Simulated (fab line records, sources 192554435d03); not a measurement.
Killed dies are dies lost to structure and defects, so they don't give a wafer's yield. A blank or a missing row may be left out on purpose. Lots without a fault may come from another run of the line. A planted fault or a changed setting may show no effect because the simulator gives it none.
Chamber matching | flow n5_finfet | N5_BEOL_M3_VIA_ETCH_34 on rie_diel-03: 4 sister chambers
The step etches the open film in C4F6/O2, target depth 69.4 nm, time 65.9 s. 4 wafers are shown with their chamber, then 8 later ones without.

WAFERS WITH THEIR CHAMBER
wafer  | chamber | showerhead_plenum_p_Torr (Torr)
L085.1 | 1       | 2.90
L085.2 | 2       | 2.96
L090.5 | 3       | 3.02
L093.1 | 0       | 2.81

WAFERS WITHOUT THEIR CHAMBER
wafer  | showerhead_plenum_p_Torr (Torr)
L093.5 | 3.02
L093.6 | 2.81
L095.2 | 2.89
L095.3 | 2.81
L095.5 | 3.01
L096.2 | 2.94
L096.3 | 3.01
L096.4 | 2.81

WHICH CHAMBER EACH WENT THROUGH
wafer  | from the rows above | in truth
L093.5 | 3                   | 3
L093.6 | 0                   | 0
L095.2 | 1                   | 1
L095.3 | 0                   | 0
L095.5 | 3                   | 3
L096.2 | 2                   | 2
L096.3 | 3                   | 3
L096.4 | 0                   | 0
Placed correctly: 8 of 8. Can't be placed from these rows: 0. Placed wrongly: 0.
How it was worked out, from the rows above alone: a wafer's distance from a chamber is the root of the sum, over the readings, of the square of ((its reading less the chamber's mean) divided by the reading's scatter). The wafer belongs to the nearest chamber; if the next one is less than 2 further off, it can't be placed. A chamber's mean is the mean of its shown wafers. The scatter: with one shown wafer a chamber, the root of the mean of the squares of how far each hidden wafer lies from its nearest shown one.
